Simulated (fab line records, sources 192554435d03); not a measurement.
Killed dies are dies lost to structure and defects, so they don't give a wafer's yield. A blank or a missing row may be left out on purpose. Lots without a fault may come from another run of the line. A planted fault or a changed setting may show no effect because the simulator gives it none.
Chamber matching | flow n5_finfet | N5_PMOS_HMC_CHANNEL_EPI_HM_OPEN_15 on rie_diel-04: 4 sister chambers
The step chemistry CHF3/O2, target SiO2, target depth 40.6 nm, time 20.3 s. 8 wafers are shown with their chamber, then 10 later ones without.

WAFERS WITH THEIR CHAMBER
wafer  | chamber | rf_vpp_V (V) | showerhead_plenum_p_Torr (Torr)
L079.1 | 3       | 510          | 2.54
L081.5 | 3       | 512          | 2.54
L089.1 | 2       | 547          | 2.39
L089.3 | 0       | 533          | 2.40
L091.5 | 2       | 548          | 2.38
L091.6 | 1       | 551          | 2.35
L092.3 | 1       | 551          | 2.35
L092.4 | 0       | 533          | 2.40

WAFERS WITHOUT THEIR CHAMBER
wafer  | rf_vpp_V (V) | showerhead_plenum_p_Torr (Torr)
L092.5 | 533          | 2.40
L094.1 | 531          | 2.40
L094.2 | 546          | 2.38
L094.4 | 552          | 2.35
L095.1 | 509          | 2.52
L095.3 | 546          | 2.38
L095.4 | 552          | 2.35
L097.3 | 553          | 2.35
L097.5 | 534          | 2.40
L097.6 | 512          | 2.52

WHICH CHAMBER EACH WENT THROUGH
wafer  | from the rows above | in truth
L092.5 | 0                   | 0
L094.1 | 0                   | 0
L094.2 | 2                   | 2
L094.4 | 1                   | 1
L095.1 | 3                   | 3
L095.3 | 2                   | 2
L095.4 | 1                   | 1
L097.3 | 1                   | 1
L097.5 | 0                   | 0
L097.6 | 3                   | 3
Placed correctly: 10 of 10. Can't be placed from these rows: 0. Placed wrongly: 0.
How it was worked out, from the rows above alone: a wafer's distance from a chamber is the root of the sum, over the readings, of the square of ((its reading less the chamber's mean) divided by the reading's scatter). The wafer belongs to the nearest chamber; if the next one is less than 2 further off, it can't be placed. A chamber's mean is the mean of its shown wafers. The scatter: the root of (the sum of the squares of (reading less its chamber's mean) over the shown wafers, divided by (wafers less chambers)).
